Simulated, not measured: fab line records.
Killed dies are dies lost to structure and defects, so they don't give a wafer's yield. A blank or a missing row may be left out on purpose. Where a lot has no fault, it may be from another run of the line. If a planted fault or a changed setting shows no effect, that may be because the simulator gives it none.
Comparing a struck lot with a sound one / flow n5-finfet / 37 out of 1938 route steps
Sound: the wafers L535.2, L535.3, L535.4. Struck: wafers L538.2, L538.4. (L538.6 of the same lot was not struck and is left out.) The cause comes at the end.
Per side, at each step with rows, come the tool, then ch with its chambers, and then its first start. Under that, the readings that differ: sound wafers / struck wafers / difference of the means / sigmas: that difference in standard deviations of wafers without a fault.
alike: a reading whose means differ by less than 2 such deviations, as well as words and numbers matching on both sides. not compared: withheld readings; readings where some wafer has no value; bounds like >300 that might hide an equal value; numbers whose values overlap and for which the record gives no deviation.
A row with sigmas, a row that says differs or no value, or rows on one side alone: a step with any of these is where the two part. When numbers do not overlap yet have no deviation, they are printed without sigmas and do not part them. A reading missing from all wafers of one side parts the sides only when that side holds two or more wafers.

first, 8 steps without rows for these wafers: N5_BEOL_M3_ECD_50 (material Cu, target thk 300 nm); N5_BEOL_M3_ANNEAL_51 (time 90 s); N5_BEOL_M3_CMP_52 (polishes, stops on SiOC, t overpolish 6.8 s, target thk 40 nm); N5_BEOL_M3_PRE_CLEAN_60 (time 15 s); N5_BEOL_M3_CO_CAP_55 (material Co, precursor CCTBA/H2, target thk 2 nm, time 102.1 s); N5_BEOL_M3_PRE_CLEAN_56 (time 15 s); N5_BEOL_M3_DEP_57 (deposits SiCN from 3MS/NH3, target thk 8 nm, time 14 s); N5_BEOL_M4_ILD_DEP_00 (deposits SiOC from DEMS/O2, target thk 79 nm, time 15.3 s).
N5_BEOL_M4_PECVD_72: deposits SiO2 from TEOS/O2, target thk 16 nm, time 18 s.
  sound on pecvd-01 ch 0,2, day 8 18:40; struck on pecvd-01 ch 1, day 9 05:40
reading=rf-fwd-power-W (W); sound=442.3 447.4 442.6; struck=- -; difference=no value on the struck wafers; sigmas=
reading=model.SiO2_of_BEOL_M4_PECVD_72.thk-nm (nm); sound=15.8 15.8 16; struck=10.8 11; difference=-5.0; sigmas=
  alike: heater-power-w, showerhead-plenum-p-Torr, throttle-valve-pct
then, 25 steps without rows for these wafers: N5_BEOL_M4_HM_DEP_02 (deposits TiN, target thk 20 nm); N5_BEOL_M4_COAT_61 (time 60 s, resist thk 60 nm); N5_BEOL_M4_COAT_62 (time 60 s, resist thk 12 nm); N5_BEOL_M4_COAT_73 (time 60 s, resist thk 5 nm); N5_BEOL_M4_COAT_05 (resist thk 30 nm); N5_BEOL_M4_EBR_07; N5_BEOL_M4_SOFTBAKE_06 (time 60 s); N5_BEOL_M4_EXPOSE_08 (exposes mask M4); N5_BEOL_M4_PEB_09 (peb time 60 s); N5_BEOL_M4_DEVELOP_10 (develop time 30 s); N5_BEOL_M4_DESCUM_16 (chemistry O2, time 7 s); N5_BEOL_M4_ETCH_74 (etches underlayer in N2/H2, target depth 6.5 nm, time 5.2 s); N5_BEOL_M4_ETCH_63 (etches SiARC in CF4, target depth 15.6 nm, time 26 s); N5_BEOL_M4_ETCH_64 (etches SOC in N2/H2, target depth 75 nm, overetch 22.5 nm, time 121.9 s); N5_BEOL_M4_STRIP_65 (strips in N2/H2); N5_BEOL_M4_STRIP_75 (strips in N2/H2); N5_BEOL_M4_STRIP_66 (strips in CF4); N5_BEOL_M4_HM_OPEN_17 (chemistry Cl2/BCl3, target TiN, target depth 20 nm, overetch 6 nm); N5_BEOL_M4_STRIP_19 (strips in O2); N5_BEOL_M4_COAT_67 (time 60 s, resist thk 60 nm); N5_BEOL_M4_COAT_68 (time 60 s, resist thk 12 nm); N5_BEOL_M4_COAT_76 (time 60 s, resist thk 5 nm); N5_BEOL_M4_COAT_22 (resist thk 30 nm); N5_BEOL_M4_EBR_24; N5_BEOL_M4_SOFTBAKE_23 (time 60 s).
N5_BEOL_M4_HM_STRIP_39: strips TiN in peroxide tin strip, target depth 25 nm, time 158 s.
  sound on wet-bench-05 ch 5,6,7, day 9 04:26; struck on wet-bench-02 ch 0,5, day 9 18:20
reading=model.SiO2_of_BEOL_M4_PECVD_72.thk-nm (nm); sound=15.6 15.8 16; struck=10.6 10.8; difference=-5.1; sigmas=
N5_BEOL_M4_CMP_52: polishes, stops on SiOC, t overpolish 6.8 s, target thk 40 nm.
  sound on cmp-03 ch 0,1,2, day 9 07:33; struck on cmp-03 ch 1,3, day 9 22:25
reading=barrier-field-endpoint-s (s); sound=24.4 24.6 24.5; struck=18.5 19.3; difference=-5.6; sigmas=-11
  alike: motor-current-A, platen-rpm
N5_BEOL_M4_RC_MEAS_101:
  sound on prober-01 ch 0, day 9 08:19; struck on prober-01 ch 0, day 9 23:10
  alike: DIBL_N, DIBL_P, IOFF_N, IOFF_P, ION_N, ION_P, SS_N, SS_P, VT_N, VT_P

## WHERE THEY PART
Last at N5_BEOL_M4_CMP_52 as far as this record goes, first at N5_BEOL_M4_PECVD_72. Later steps at which nothing parts them and some readings are alike: N5_BEOL_M4_RC_MEAS_101.

WHY: the cause the simulator had injected
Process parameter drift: pecvd-01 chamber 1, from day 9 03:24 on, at N5_BEOL_M4_PECVD_72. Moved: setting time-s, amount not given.
